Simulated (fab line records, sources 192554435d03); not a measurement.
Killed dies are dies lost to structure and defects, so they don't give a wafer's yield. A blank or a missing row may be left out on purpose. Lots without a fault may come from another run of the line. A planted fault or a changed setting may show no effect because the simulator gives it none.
Split-lot experiment | flow n5_finfet | 7 lots, 21 wafers read, on a route of 1938 steps

THE SPLIT
At N5_MOL_CONTACT_COAG_ALD_27 (deposits SiOC, target thk 17 nm, pulse time 1.5 s, time 2720 s), the setting ald_cycles was moved away from the recipe's 340 on 4 of the 21 wafers read, by -15.9% to -6.2%. The other wafers ran this setting at the recipe's value.

The reading is taken at the split's own step.

THE READING
SiOC_of_MOL_CONTACT_COAG_ALD_27.thk_nm (the simulator's own value, which no gauge read), in nm, at N5_MOL_CONTACT_COAG_ALD_27 (deposits SiOC, target thk 17 nm, pulse time 1.5 s, time 2720 s). The file gives no usual value for it. The 17 wafers here that ran the recipe average 17.0 nm, standard deviation 0.069 nm.

wafer  | tool, chamber at the split | ald_cycles as run | against the recipe | SiOC_of_MOL_CONTACT_COAG_ALD_27.thk_nm, nm | against lot-mates on the recipe
L079.2 | ald_sin-04, 2,3,0          | 340               | recipe             | 17                                         | -
L079.3 | ald_sin-04, 2,3,0          | 340               | recipe             | 17                                         | -
L079.4 | ald_sin-04, 2,3,0          | 340               | recipe             | 17                                         | -
L080.1 | ald_sin-04, 3,2            | 340               | recipe             | 17                                         | -
L080.2 | ald_sin-04, 3,2            | 340               | recipe             | 17                                         | -
L080.4 | ald_sin-04, 0              | 319               | -6.2%              | 16                                         | -1.0
L085.2 | ald_sin-02, 2,1,0          | 340               | recipe             | 17                                         | -
L085.4 | ald_sin-02, 2,1,0          | 340               | recipe             | 17                                         | -
L085.6 | ald_sin-02, 2,1,0          | 340               | recipe             | 17                                         | -
L093.2 | ald_sin-04, 2,0,3          | 340               | recipe             | 17                                         | -
L093.3 | ald_sin-04, 2,0,3          | 340               | recipe             | 17                                         | -
L093.4 | ald_sin-04, 2,0,3          | 340               | recipe             | 17                                         | -
L094.2 | ald_sin-03, 2              | 340               | recipe             | 17                                         | -
L094.5 | ald_sin-03, 2              | 340               | recipe             | 17.2                                       | -
L094.6 | ald_sin-03, 0              | 340               | recipe             | 16.8                                       | -
L095.2 | ald_sin-03, 2              | 286               | -15.9%             | 14.4                                       | -2.6
L095.4 | ald_sin-03, 3              | 340               | recipe             | 17                                         | -
L095.5 | ald_sin-03, 0              | 286               | -15.9%             | 14.2                                       | -2.8
L097.1 | ald_sin-02, 3,2            | 340               | recipe             | 17                                         | -
L097.6 | ald_sin-02, 3,2            | 340               | recipe             | 17                                         | -
L097.3 | ald_sin-02, 0              | 309               | -9.1%              | 15.6                                       | -1.4
Where a row lists several chambers, the file gives one row for several wafers and doesn't say which wafer went through which chamber.

THE FIT
A straight line over all 21 wafers: SiOC_of_MOL_CONTACT_COAG_ALD_27.thk_nm changes by +0.168 nm for each +1% of ald_cycles; r = +1.00; the points scatter about the line by 0.08 nm.
The same after taking each lot's own level away (the mean of its wafers on the recipe; 21 wafers): +0.168 nm for each +1%; r = +1.00; scatter 0.08 nm.
On that fit, the largest move of ald_cycles shifts the reading by 2.7 nm.
The lots' own levels span 17.00 to 17.00 nm, that is 0.0 times the standard deviation above.
So the lot-to-lot level changes the slope little: the two slopes agree.
Check: with one of the wafers moved furthest among these (-15.9%) left out of the fit, the line predicts -2.7 nm for it against its lot-mates. It came out at -2.6 nm against them.

OTHER SPLITS ON THESE WAFERS
These wafers also went through other splits before the reading. Each is held against what the fit with the lots' levels taken away leaves over:
other split on the same wafers        | wafers away from the commonest value | r with SiOC_of_MOL_CONTACT_COAG_ALD_27.thk_nm (lot level and that fit taken away)
N5_ZERO_LAYER_PECVD_02 time_s         | 6                                    | +0.17
N5_ZERO_LAYER_COAT_05 spin_rpm        | 6                                    | -0.05
N5_ZERO_LAYER_EXPOSE_08 dose_mj       | 5                                    | -0.30
N5_WELL_APT_COAT_02 spin_rpm          | 6                                    | +0.09
N5_FIN_SAQP_EXPOSE_13 dose_mj         | 7                                    | +0.03
N5_FIN_SAQP_DEVELOP_15 develop_time_s | 6                                    | -0.04
N5_FIN_CUT_COAT_19 spin_rpm           | 7                                    | -0.10
N5_DUMMY_GATE_COAT_35 spin_rpm        | 4                                    | +0.02
N5_SD_EPI_N_ETCH_16 target_depth_a    | 9                                    | +0.01
N5_ILD0_CMP_03 down_force_psi         | 8                                    | +0.00
N5_HKMG_FIN_PEB_10 peb_time_s         | 6                                    | +0.04
N5_GATE_CUT_ALD_22 ald_cycles         | 5                                    | -0.28

THE FILE'S OWN FIT
SiOC_of_MOL_CONTACT_COAG_ALD_27.thk_nm changes by +0.166 nm for each +1% of ald_cycles, r = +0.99.
